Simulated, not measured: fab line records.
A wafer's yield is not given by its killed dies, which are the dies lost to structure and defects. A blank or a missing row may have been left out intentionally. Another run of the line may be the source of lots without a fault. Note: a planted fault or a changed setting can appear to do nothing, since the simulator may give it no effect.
Matching of chambers / flow nand harc / NHARC_A_BONDPAD_STRIP_15 on rie diel-02 has 4 sister chambers
The step strips in O2. 14 wafers are shown with their chamber, then 7 later ones without.

WAFERS WITH THEIR CHAMBER
wafer=L519.1; chamber=0; drypump motor current A (A)=6.0; oes product au (a.u.)=0.999; chamber pressure mTorr (mTorr)=60.02
wafer=L519.4; chamber=1; drypump motor current A (A)=5.8; oes product au (a.u.)=1.011; chamber pressure mTorr (mTorr)=59.89
wafer=L519.5; chamber=0; drypump motor current A (A)=6.0; oes product au (a.u.)=1.004; chamber pressure mTorr (mTorr)=59.96
wafer=L521.2; chamber=2; drypump motor current A (A)=6.0; oes product au (a.u.)=1.006; chamber pressure mTorr (mTorr)=60.06
wafer=L521.4; chamber=3; drypump motor current A (A)=6.1; oes product au (a.u.)=0.985; chamber pressure mTorr (mTorr)=60.03
wafer=L521.5; chamber=1; drypump motor current A (A)=5.8; oes product au (a.u.)=1.012; chamber pressure mTorr (mTorr)=60.04
wafer=L522.1; chamber=0; drypump motor current A (A)=6.0; oes product au (a.u.)=1.000; chamber pressure mTorr (mTorr)=60.01
wafer=L522.2; chamber=2; drypump motor current A (A)=5.9; oes product au (a.u.)=1.003; chamber pressure mTorr (mTorr)=60.02
wafer=L522.6; chamber=3; drypump motor current A (A)=6.1; oes product au (a.u.)=0.976; chamber pressure mTorr (mTorr)=59.99
wafer=L531.1; chamber=0; drypump motor current A (A)=6.0; oes product au (a.u.)=0.972; chamber pressure mTorr (mTorr)=60.05
wafer=L531.2; chamber=2; drypump motor current A (A)=6.0; oes product au (a.u.)=1.010; chamber pressure mTorr (mTorr)=60.13
wafer=L531.3; chamber=1; drypump motor current A (A)=5.8; oes product au (a.u.)=1.002; chamber pressure mTorr (mTorr)=60.07
wafer=L530.1; chamber=0; drypump motor current A (A)=6.0; oes product au (a.u.)=0.971; chamber pressure mTorr (mTorr)=59.97
wafer=L530.3; chamber=2; drypump motor current A (A)=6.0; oes product au (a.u.)=1.009; chamber pressure mTorr (mTorr)=60.11

SIGNATURES (averages over the wafers above)
reading=drypump motor current A; chamber 0=6.000; chamber 1=5.800; chamber 2=5.975; chamber 3=6.100; scatter within a chamber=0.0274
reading=oes product au; chamber 0=0.98920; chamber 1=1.00833; chamber 2=1.00700; chamber 3=0.98050; scatter within a chamber=0.0109
reading=chamber pressure mTorr; chamber 0=60.0020; chamber 1=60.0000; chamber 2=60.0800; chamber 3=60.0100; scatter within a chamber=0.0568
Rule: a wafer's distance from a chamber is the root of the sum, over the readings, of the square of ((its reading less the chamber's mean) divided by the reading's scatter). The wafer belongs to the nearest chamber; if the next one is less than 2 further off, it can't be placed. The scatter: the root of (the sum of the squares of (reading less its chamber's mean) over the shown wafers, divided by (wafers less chambers)).

WAFERS WITHOUT THEIR CHAMBER
wafer=L530.4; drypump motor current A (A)=6.1; oes product au (a.u.)=0.996; chamber pressure mTorr (mTorr)=60.11
wafer=L534.2; drypump motor current A (A)=6.0; oes product au (a.u.)=0.999; chamber pressure mTorr (mTorr)=60.01
wafer=L534.4; drypump motor current A (A)=5.8; oes product au (a.u.)=0.992; chamber pressure mTorr (mTorr)=60.04
wafer=L534.5; drypump motor current A (A)=6.0; oes product au (a.u.)=0.985; chamber pressure mTorr (mTorr)=59.97
wafer=L535.2; drypump motor current A (A)=6.0; oes product au (a.u.)=0.993; chamber pressure mTorr (mTorr)=59.99
wafer=L535.3; drypump motor current A (A)=5.8; oes product au (a.u.)=0.994; chamber pressure mTorr (mTorr)=60.09
wafer=L535.4; drypump motor current A (A)=5.8; oes product au (a.u.)=1.009; chamber pressure mTorr (mTorr)=60.00

WHICH CHAMBER EACH WENT THROUGH
wafer=L530.4; from the rows above=can't be placed: 3 or 0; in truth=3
wafer=L534.2; from the rows above=can't be placed: 0 or 2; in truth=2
wafer=L534.4; from the rows above=1; in truth=1
wafer=L534.5; from the rows above=0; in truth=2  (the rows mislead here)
wafer=L535.2; from the rows above=can't be placed: 0 or 2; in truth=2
wafer=L535.3; from the rows above=1; in truth=1
wafer=L535.4; from the rows above=1; in truth=1
3 of 7 placed correctly. Cannot be placed on the basis of these rows: 3; the candidates contain the true chamber in 3. Placed wrongly: 1.
